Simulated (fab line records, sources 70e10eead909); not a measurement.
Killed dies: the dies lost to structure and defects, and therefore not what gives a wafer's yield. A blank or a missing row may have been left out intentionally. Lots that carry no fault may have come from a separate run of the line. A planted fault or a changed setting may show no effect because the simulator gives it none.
The tool behind it: which one?	flow nand-harc	23 lots with 69 wafers sampled at 6 steps, on a route of 1302 steps

WHAT THE GAUGES SHOWED, per wafer
Not one reading of a measure or inspect step in the record can be checked against a usual standard deviation.

TOOL THAT RAN EACH LOT (tool first, then ch and the chambers of the sampled wafers, then the start)
lot	NHARC_A_CONTACT_DEP_58	NHARC_A_CONTACT_ETCH_125	NHARC_A_CONTACT_ETCH_132	NHARC_A_CONTACT_ETCH_88	NHARC_A_CONTACT_ETCH_92	NHARC_A_CONTACT_ETCH_110
L074	pecvd-04 ch 0,1,2, day 22 01:38	har-cap-etch-02 ch 0,1, day 22 04:12	har-cap-etch-02 ch 0,1, day 22 05:26	rie-diel-08 ch 0,2,3, day 22 10:13	rie-diel-03 ch 1,3, day 22 13:34	rie-diel-04 ch 1,3, day 22 14:04
L075	pecvd-01 ch 0,1,2, day 22 08:56	har-cap-etch-02 ch 0,1, day 22 14:19	har-cap-etch-02 ch 0,1, day 22 15:33	rie-diel-04 ch 0,1,2, day 22 20:24	rie-diel-08 ch 0,2,3, day 22 23:18	rie-diel-08 ch 0,1,3, day 22 23:49
L077	pecvd-04 ch 0,1, day 22 18:07	har-cap-etch-03 ch 0,1, day 22 20:40	har-cap-etch-03 ch 0,1, day 22 21:54	rie-diel-03 ch 0,1,3, day 23 03:39	rie-diel-03 ch 1,2, day 23 06:32	rie-diel-03 ch 1,2, day 23 07:02
L076	pecvd-04 ch 1,2, day 23 01:37	har-cap-etch-01 ch 0,1, day 23 04:10	har-cap-etch-01 ch 0,1, day 23 05:50	rie-diel-08 ch 0,1,2, day 23 12:56	rie-diel-04 ch 0,1,2, day 23 16:00	rie-diel-03 ch 0,1,2, day 23 16:29
L079	pecvd-04 ch 1,2, day 24 02:55	har-cap-etch-01 ch 0,1, day 24 05:37	har-cap-etch-01 ch 0,1, day 24 06:51	rie-diel-08 ch 0,1, day 24 14:56	rie-diel-03 ch 2,3, day 24 17:49	rie-diel-04 ch 1,3, day 24 18:20
L081	pecvd-04 ch 0,1,2, day 24 06:32	har-cap-etch-02 ch 0,1, day 24 09:10	har-cap-etch-02 ch 0,1, day 24 10:48	rie-diel-03 ch 0,2,3, day 24 20:23	rie-diel-08 ch 0,1,3, day 24 23:17	rie-diel-03 ch 0,2, day 24 23:46
L078	pecvd-01 ch 0,1,2, day 24 10:23	har-cap-etch-03 ch 0,1, day 24 12:58	har-cap-etch-03 ch 0,1, day 24 14:11	rie-diel-08 ch 0,1,3, day 24 22:51	rie-diel-03 ch 0,3, day 25 01:48	rie-diel-03 ch 0,1, day 25 02:17
L080	pecvd-01 ch 0,2, day 24 13:58	har-cap-etch-02 ch 0,1, day 24 16:36	har-cap-etch-02 ch 0,1, day 24 18:15	rie-diel-08 ch 0,3, day 25 04:20	rie-diel-03 ch 0,3, day 25 07:13	rie-diel-03 ch 0,1,2, day 25 07:47
L083	pecvd-04 ch 0,1,2, day 25 13:55	har-cap-etch-01 ch 0,1, day 25 16:35	har-cap-etch-01 ch 0,1, day 25 17:49	rie-diel-04 ch 0,1, day 25 23:55	rie-diel-03 ch 0,1,2, day 26 02:50	rie-diel-03 ch 1,2,3, day 26 03:19
L085	pecvd-01 ch 0,1,2, day 25 20:52	har-cap-etch-02 ch 0,1, day 25 23:22	har-cap-etch-02 ch 0,1, day 26 00:36	rie-diel-08 ch 0,1,2, day 26 05:30	rie-diel-03 ch 1,3, day 26 08:26	rie-diel-04 ch 1,2, day 26 08:57
L084	pecvd-03 ch 1,2, day 26 00:26	har-cap-etch-03 ch 0,1, day 26 03:05	har-cap-etch-03 ch 0,1, day 26 04:20	rie-diel-03 ch 0,1,3, day 26 09:14	rie-diel-03 ch 0,3, day 26 12:16	rie-diel-04 ch 0,3, day 26 12:49
L086	pecvd-01 ch 0,1, day 27 07:28	har-cap-etch-01 ch 0,1, day 27 10:05	har-cap-etch-01 ch 0,1, day 27 11:19	rie-diel-08 ch 0,1,3, day 27 18:36	rie-diel-03 ch 0,1,3, day 27 21:29	rie-diel-03 ch 0,1,3, day 27 21:59
L088	pecvd-01 ch 1,2, day 27 23:01	har-cap-etch-03 ch 0,1, day 28 01:36	har-cap-etch-03 ch 0,1, day 28 02:50	rie-diel-04 ch 1,2,3, day 28 09:11	rie-diel-08 ch 0,1,3, day 28 12:17	rie-diel-03 ch 0,1,2, day 28 12:45
L089	pecvd-03 ch 0,1,2, day 28 00:41	har-cap-etch-01 ch 0,1, day 28 03:10	har-cap-etch-01 ch 0,1, day 28 04:25	rie-diel-03 ch 0,1, day 28 11:20	rie-diel-03 ch 0,2,3, day 28 14:13	rie-diel-08 ch 1,2,3, day 28 14:46
L087	pecvd-03 ch 1,2, day 28 04:55	har-cap-etch-02 ch 0,1, day 28 07:28	har-cap-etch-02 ch 0,1, day 28 08:41	rie-diel-03 ch 0,1,2, day 28 15:00	rie-diel-03 ch 1,2,3, day 28 18:26	rie-diel-03 ch 2,3, day 28 18:55
L090	pecvd-03 ch 1,2, day 28 07:42	har-cap-etch-03 ch 0,1, day 28 10:20	har-cap-etch-03 ch 0,1, day 28 11:34	rie-diel-03 ch 0,1, day 28 16:43	rie-diel-03 ch 0,3, day 28 19:37	rie-diel-03 ch 0,2, day 28 20:06
L091	pecvd-04 ch 0,1,2, day 29 02:48	har-cap-etch-01 ch 0,1, day 29 05:34	har-cap-etch-01 ch 0,1, day 29 07:13	rie-diel-04 ch 0,1,3, day 29 12:51	rie-diel-08 ch 0,1,3, day 29 15:44	rie-diel-03 ch 0,2,3, day 29 16:16
L093	pecvd-04 ch 0,1,2, day 29 16:34	har-cap-etch-03 ch 0,1, day 29 19:04	har-cap-etch-03 ch 0,1, day 29 20:18	rie-diel-04 ch 1,3, day 30 02:27	rie-diel-03 ch 0,2, day 30 05:32	rie-diel-03 ch 2,3, day 30 06:17
L092	pecvd-04 ch 0,1, day 29 20:35	har-cap-etch-02 ch 0,1, day 29 23:07	har-cap-etch-02 ch 0,1, day 30 00:21	rie-diel-03 ch 0,1,2, day 30 05:14	rie-diel-03 ch 1,2,3, day 30 08:07	rie-diel-03 ch 0,2,3, day 30 08:38
L094	pecvd-01 ch 0,1,2, day 30 09:10	har-cap-etch-02 ch 0,1, day 30 11:41	har-cap-etch-02 ch 0,1, day 30 12:55	rie-diel-03 ch 0,2,3, day 30 17:50	rie-diel-08 ch 0,1,3, day 30 20:43	rie-diel-08 ch 0,2,3, day 30 21:14
L095	pecvd-03 ch 0,1,2, day 30 11:02	har-cap-etch-03 ch 0,1, day 30 13:33	har-cap-etch-03 ch 0,1, day 30 14:47	rie-diel-08 ch 0,1,3, day 30 19:43	rie-diel-03 ch 0,1,2, day 30 22:35	rie-diel-03 ch 0,2,3, day 30 23:05
L096	pecvd-04 ch 0,1,2, day 31 07:07	har-cap-etch-01 ch 0,1, day 31 09:38	har-cap-etch-01 ch 0,1, day 31 10:52	rie-diel-08 ch 0,1,3, day 31 15:47	rie-diel-04 ch 0,1, day 31 18:40	rie-diel-04 ch 0,2,3, day 31 19:11
L097	pecvd-04 ch 0,1,2, day 31 22:49	har-cap-etch-02 ch 0,1, day 32 01:27	har-cap-etch-02 ch 0,1, day 32 02:41	rie-diel-03 ch 0,1,2, day 32 10:52	rie-diel-04 ch 2,3, day 32 13:46	rie-diel-08 ch 0,2, day 32 14:24
- NHARC_A_CONTACT_DEP_58: deposits SiON, target thk 90 nm.
- NHARC_A_CONTACT_ETCH_125: etches the open film in C4F8/O2/Ar, time 197 s, target depth 1918 nm.
- NHARC_A_CONTACT_ETCH_132: etches the open film in C4F8/O2/Ar, time 197 s, target depth 1924 nm.
- NHARC_A_CONTACT_ETCH_88: etches the open film in CF4, target depth 39 nm, time 65 s.
- NHARC_A_CONTACT_ETCH_92: etches the open film in CH3F/O2, target depth 40 nm, time 85.7 s.
- NHARC_A_CONTACT_ETCH_110: etches the open film in CF4/O2, target depth 60 nm, overetch 6 nm, time 33 s.

AS READ BY THE TOOLS THEMSELVES (means over the sampled wafers that have a number; for cases with no such wafer, the mark the record gives instead)
NHARC_A_CONTACT_DEP_58. Usual: heater-power-w reads 785 W (standard deviation 120).
lot	tool	heater-power-w (W)	flag
L074	pecvd-04	786	
L075	pecvd-01	761	
L077	pecvd-04	948	
L076	pecvd-04	781	
L079	pecvd-04	774	
L081	pecvd-04	839	
L078	pecvd-01	737	
L080	pecvd-01	741	
L083	pecvd-04	827	
L085	pecvd-01	761	
L084	pecvd-03	833	
L086	pecvd-01	719	
L088	pecvd-01	841	
L089	pecvd-03	738	
L087	pecvd-03	753	
L090	pecvd-03	805	
L091	pecvd-04	856	
L093	pecvd-04	862	
L092	pecvd-04	914	
L094	pecvd-01	713	
L095	pecvd-03	751	
L096	pecvd-04	811	
L097	pecvd-04	832	

NHARC_A_CONTACT_ETCH_125. Usual: oes-air-line-au reads 1.002 a.u. (standard deviation 0.022).
lot	tool	oes-air-line-au (a.u.)	flag
L074	har-cap-etch-02	1.014	
L075	har-cap-etch-02	0.998	
L077	har-cap-etch-03	0.976	
L076	har-cap-etch-01	1.003	
L079	har-cap-etch-01	0.983	
L081	har-cap-etch-02	0.979	
L078	har-cap-etch-03	0.997	
L080	har-cap-etch-02	1.013	
L083	har-cap-etch-01	0.983	
L085	har-cap-etch-02	1.006	
L084	har-cap-etch-03	0.996	
L086	har-cap-etch-01	1.001	
L088	har-cap-etch-03	0.989	
L089	har-cap-etch-01	1.021	
L087	har-cap-etch-02	1.002	
L090	har-cap-etch-03	0.981	
L091	har-cap-etch-01	1.010	
L093	har-cap-etch-03	1.021	
L092	har-cap-etch-02	1.029	
L094	har-cap-etch-02	1.003	
L095	har-cap-etch-03	1.009	
L096	har-cap-etch-01	1.019	
L097	har-cap-etch-02	0.993	

NHARC_A_CONTACT_ETCH_132. Usual: oes-air-line-au reads 1.000 a.u. (standard deviation 0.019).
lot	tool	oes-air-line-au (a.u.)	flag
L074	har-cap-etch-02	0.982	
L075	har-cap-etch-02	0.999	
L077	har-cap-etch-03	0.986	
L076	har-cap-etch-01	1.011	
L079	har-cap-etch-01	1.010	
L081	har-cap-etch-02	0.994	
L078	har-cap-etch-03	0.998	
L080	har-cap-etch-02	1.043	
L083	har-cap-etch-01	1.013	
L085	har-cap-etch-02	1.001	
L084	har-cap-etch-03	1.004	
L086	har-cap-etch-01	0.990	
L088	har-cap-etch-03	1.002	
L089	har-cap-etch-01	0.989	
L087	har-cap-etch-02	0.987	
L090	har-cap-etch-03	1.014	
L091	har-cap-etch-01	1.008	
L093	har-cap-etch-03	1.026	
L092	har-cap-etch-02	0.991	
L094	har-cap-etch-02	0.976	
L095	har-cap-etch-03	0.998	
L096	har-cap-etch-01	0.996	
L097	har-cap-etch-02	0.989	

NHARC_A_CONTACT_ETCH_88. Usual: bias-w 100.0 W, standard deviation 0.32; drypump-motor-current-A 5.7 A, standard deviation 0.53; oes-product-au 1.000 a.u., standard deviation 0.0072; rf-vpp-V 151.3 V, standard deviation 1.5; showerhead-plenum-p-Torr 1.77 Torr, standard deviation 0.096; throttle-valve-pct 13.283 %, standard deviation 0.0094.
lot	tool	bias-w (W)	drypump-motor-current-A (A)	oes-product-au (a.u.)	rf-vpp-V (V)	showerhead-plenum-p-Torr (Torr)	throttle-valve-pct (%)	flag
L074	rie-diel-08	99.9	5.3	1.004	150.3	1.70	13.282	
L075	rie-diel-04	99.8	5.4	1.002	151.3	1.78	13.285	
L077	rie-diel-03	99.9	6.0	1.000	151.3	1.78	13.281	
L076	rie-diel-08	99.8	5.5	1.003	151.5	1.75	13.288	
L079	rie-diel-08	99.9	5.6	0.988	149.7	1.74	13.289	
L081	rie-diel-03	100.1	5.8	1.002	151.7	1.77	13.287	
L078	rie-diel-08	100.1	5.5	1.003	151.0	1.77	13.282	
L080	rie-diel-08	100.3	5.3	0.993	149.6	1.70	13.277	
L083	rie-diel-04	99.5	5.1	1.011	152.4	1.81	13.282	
L085	rie-diel-08	100.3	5.6	0.994	150.3	1.74	13.284	
L084	rie-diel-03	99.8	6.0	1.011	151.6	1.77	13.276	
L086	rie-diel-08	100.0	5.6	1.002	151.0	1.77	13.285	
L088	rie-diel-04	100.0	5.4	0.997	152.3	1.82	13.284	
L089	rie-diel-03	99.8	5.6	1.004	152.0	1.82	13.280	
L087	rie-diel-03	100.2	5.9	1.004	151.9	1.83	13.291	
L090	rie-diel-03	100.0	5.6	1.002	151.4	1.82	13.288	
L091	rie-diel-04	100.0	5.5	0.997	152.2	1.81	13.295	
L093	rie-diel-04	100.1	5.2	1.003	152.4	1.87	13.274	
L092	rie-diel-03	100.2	5.9	0.995	151.8	1.82	13.291	
L094	rie-diel-03	99.9	5.8	0.995	151.4	1.85	13.281	
L095	rie-diel-08	100.3	5.5	1.000	150.9	1.76	13.289	
L096	rie-diel-08	100.0	5.5	0.998	151.0	1.76	13.281	
L097	rie-diel-03	99.6	5.9	1.000	152.4	1.82	13.280	

NHARC_A_CONTACT_ETCH_92. Usual: bias-w 100.00 W, standard deviation 0.27; drypump-motor-current-A 5.8 A, standard deviation 0.55; oes-product-au 0.95 a.u., standard deviation 0.034; rf-vpp-V 244.4 V, standard deviation 2.3; showerhead-plenum-p-Torr 2.46 Torr, standard deviation 0.15; throttle-valve-pct 20.663 %, standard deviation 0.0091.
lot	tool	bias-w (W)	drypump-motor-current-A (A)	oes-product-au (a.u.)	rf-vpp-V (V)	showerhead-plenum-p-Torr (Torr)	throttle-valve-pct (%)	flag
L074	rie-diel-03	99.82	6.5	0.92	243.0	2.36	20.659	
L075	rie-diel-08	100.37	5.3	0.93	242.1	2.37	20.660	
L077	rie-diel-03	99.87	6.5	0.93	241.1	2.30	20.672	
L076	rie-diel-04	100.04	5.3	1.01	243.8	2.46	20.673	
L079	rie-diel-03	99.78	6.1	0.92	242.2	2.33	20.665	
L081	rie-diel-08	100.11	5.5	0.92	244.3	2.46	20.660	
L078	rie-diel-03	100.37	5.5	1.01	245.1	2.58	20.672	
L080	rie-diel-03	99.78	5.8	1.00	245.0	2.51	20.654	
L083	rie-diel-03	100.07	5.9	0.93	243.2	2.41	20.661	
L085	rie-diel-03	100.01	6.5	0.92	243.3	2.35	20.662	
L084	rie-diel-03	99.97	5.8	0.95	244.8	2.51	20.661	
L086	rie-diel-03	100.20	6.0	1.00	243.9	2.47	20.658	
L088	rie-diel-08	100.05	5.5	0.92	245.0	2.45	20.665	
L089	rie-diel-03	100.07	5.8	0.93	246.0	2.58	20.674	
L087	rie-diel-03	99.88	6.3	0.93	244.3	2.47	20.666	
L090	rie-diel-03	99.91	5.8	0.93	246.1	2.51	20.649	
L091	rie-diel-08	99.99	5.5	0.93	244.8	2.45	20.659	
L093	rie-diel-03	100.11	5.4	0.93	246.9	2.65	20.658	
L092	rie-diel-03	99.95	6.3	0.92	245.0	2.47	20.669	
L094	rie-diel-08	99.87	5.5	0.92	243.9	2.45	20.660	
L095	rie-diel-03	99.87	5.9	0.91	245.3	2.54	20.665	
L096	rie-diel-04	99.79	5.4	1.00	243.5	2.43	20.663	
L097	rie-diel-04	99.93	5.8	0.93	245.4	2.53	20.674	

NHARC_A_CONTACT_ETCH_110. Usual: bias-w 99.96 W, standard deviation 0.26; drypump-motor-current-A 5.8 A, standard deviation 0.55; oes-product-au 1.000 a.u., standard deviation 0.007; rf-vpp-V 197.8 V, standard deviation 1.9; showerhead-plenum-p-Torr 1.34 Torr, standard deviation 0.081; throttle-valve-pct 13.397 %, standard deviation 0.0091.
lot	tool	bias-w (W)	drypump-motor-current-A (A)	oes-product-au (a.u.)	rf-vpp-V (V)	showerhead-plenum-p-Torr (Torr)	throttle-valve-pct (%)	flag
L074	rie-diel-04	99.82	5.2	0.996	199.0	1.42	13.396	
L075	rie-diel-08	99.93	5.5	1.000	197.6	1.34	13.397	
L077	rie-diel-03	99.98	6.5	0.989	195.6	1.25	13.398	
L076	rie-diel-03	99.78	5.9	0.999	197.1	1.31	13.406	
L079	rie-diel-04	100.10	5.5	1.001	200.3	1.43	13.395	
L081	rie-diel-03	99.99	5.8	1.003	196.9	1.30	13.398	
L078	rie-diel-03	99.94	5.6	1.005	198.7	1.38	13.391	
L080	rie-diel-03	99.93	5.9	1.007	197.7	1.31	13.403	
L083	rie-diel-03	100.18	6.3	0.997	196.7	1.27	13.386	
L085	rie-diel-04	99.77	5.3	1.002	198.6	1.34	13.398	
L084	rie-diel-04	100.10	5.8	1.009	197.5	1.33	13.405	
L086	rie-diel-03	99.87	6.0	1.001	197.2	1.34	13.404	
L088	rie-diel-03	100.03	5.9	1.002	198.8	1.38	13.386	
L089	rie-diel-08	100.00	5.5	0.997	196.8	1.33	13.397	
L087	rie-diel-03	100.09	6.1	0.999	198.5	1.36	13.394	
L090	rie-diel-03	99.95	5.4	1.010	200.9	1.44	13.399	
L091	rie-diel-03	99.92	5.8	1.003	199.2	1.40	13.397	
L093	rie-diel-03	100.11	6.1	0.997	199.9	1.40	13.401	
L092	rie-diel-03	99.89	5.8	0.999	198.7	1.40	13.402	
L094	rie-diel-08	99.99	5.3	0.999	196.0	1.27	13.397	
L095	rie-diel-03	99.66	5.8	0.996	199.2	1.40	13.382	
L096	rie-diel-04	100.27	5.7	1.000	198.2	1.33	13.401	
L097	rie-diel-08	99.64	5.3	0.995	196.7	1.25	13.398	

THE ANSWER, worked out from the rows above alone
Rule: take the mean of a lot's wafers that have a number; if it is more than 3 standard deviations from the usual mean, the lot is off. A lot without any number at a reading at which 4 lots or more have one is off too. Where the step has rows for the other lots, those lots are counted as sound. After the gauges, taken in route order, come the tools' own readings; for these a lot's mean is taken, as printed above. The first step at which some lot is off is used, and at that step the reading that is off furthest; a lot without a number counts as furthest.
No lot is off at any reading shown: from this, nothing can be told.

WHAT HAD BEEN PUT IN BY THE SIMULATOR
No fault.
